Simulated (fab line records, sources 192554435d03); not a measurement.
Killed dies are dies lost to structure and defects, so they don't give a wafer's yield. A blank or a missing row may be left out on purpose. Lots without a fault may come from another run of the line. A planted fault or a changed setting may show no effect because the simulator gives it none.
Split-lot experiment | flow n5_finfet | 7 lots, 21 wafers read, on a route of 1938 steps

THE SPLIT
At N5_PASSIVATION_EXPOSE_27 (exposes mask PAD, defocus 0 nm), the setting dose_mj was moved away from the recipe's 32.3 on 6 of the 21 wafers read, by -4.5% to +6.2%. The other wafers ran this setting at the recipe's value.

FROM THE SPLIT TO THE READING: what the file shows between them, 3 steps
- N5_PASSIVATION_PEB_28
- N5_PASSIVATION_DEVELOP_29: develop time 60 s
- N5_PASSIVATION_HARDBAKE_31: time 120 s

THE READING
cd_nm, in nm, at N5_PASSIVATION_CD_MEAS_30 (target cd 4000 nm). Fault-free wafers of this fab line usually give 3999.5 nm, standard deviation 1.8 nm.

wafer  | tool, chamber at the split | dose_mj as run | against the recipe | cd_nm, nm | against lot-mates on the recipe
L078.2 | krf_scanner-01, 0          | 31.09          | -3.7%              | 3990.2    | no lot-mate on the recipe
L078.5 | krf_scanner-01, 0          | 31.09          | -3.7%              | 3994.8    | no lot-mate on the recipe
L078.6 | krf_scanner-01, 0          | 31.09          | -3.7%              | 3990.9    | no lot-mate on the recipe
L081.1 | krf_scanner-01, 0          | 32.3           | recipe             | 3997.3    | -
L081.3 | krf_scanner-01, 0          | 32.3           | recipe             | 4000.0    | -
L081.4 | krf_scanner-01, 0          | 32.3           | recipe             | 3997.2    | -
L080.2 | krf_scanner-02, 0          | 32.3           | recipe             | 3999.2    | -
L080.4 | krf_scanner-02, 0          | 32.3           | recipe             | 3999.7    | -
L080.5 | krf_scanner-02, 0          | 32.3           | recipe             | 4000.6    | -
L082.1 | krf_scanner-02, 0          | 32.3           | recipe             | 3998.9    | -
L082.3 | krf_scanner-02, 0          | 32.3           | recipe             | 3998.9    | -
L082.4 | krf_scanner-02, 0          | 32.3           | recipe             | 4001.5    | -
L084.1 | krf_scanner-01, 0          | 32.3           | recipe             | 3998.2    | -
L084.2 | krf_scanner-01, 0          | 30.85          | -4.5%              | 3987.2    | -11.0
L084.5 | krf_scanner-01, 0          | 30.85          | -4.5%              | 3991.6    | -6.6
L093.3 | krf_scanner-02, 0          | 32.3           | recipe             | 4001.0    | -
L093.4 | krf_scanner-02, 0          | 34.29          | +6.2%              | 4013.4    | +12.4
L093.5 | krf_scanner-02, 0          | 32.3           | recipe             | 4001.0    | -
L094.2 | krf_scanner-02, 0          | 32.3           | recipe             | 3998.4    | -
L094.3 | krf_scanner-02, 0          | 32.3           | recipe             | 4002.4    | -
L094.4 | krf_scanner-02, 0          | 32.3           | recipe             | 3999.5    | -

THE FIT
A straight line over all 21 wafers: cd_nm changes by +2.19 nm for each +1% of dose_mj; r = +0.95; the points scatter about the line by 1.7 nm.
The same after taking each lot's own level away (the mean of its wafers on the recipe; 18 wafers): +1.99 nm for each +1%; r = +0.96; scatter 1.3 nm.
On that fit, the largest move of dose_mj shifts the reading by 12 nm.
The lots' own levels span 3998.17 to 4001.00 nm, that is 1.6 times the standard deviation above.
So the lot-to-lot level changes the slope: the two fits differ.
Check: with one of the wafers moved furthest among these (+6.2%) left out of the fit, the line predicts +12.1 nm for it against its lot-mates. It came out at +12.4 nm against them.

OTHER SPLITS ON THESE WAFERS
These wafers also went through other splits before the reading. Each is held against what the fit with the lots' levels taken away leaves over:
other split on the same wafers | wafers away from the commonest value | r with cd_nm (lot level and that fit taken away)
N5_BEOL_M15_ILD_DEP_00 time_s  | 6                                    | -0.26
N5_MIM_BOT_ETCH_ETCH_04 time_s | 7                                    | +0.08
N5_MIM_BOT_ETCH_ETCH_03 icp_w  | 7                                    | +0.08

THE FILE'S OWN FIT
cd_nm changes by +2 nm for each +1% of dose_mj, r = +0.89.
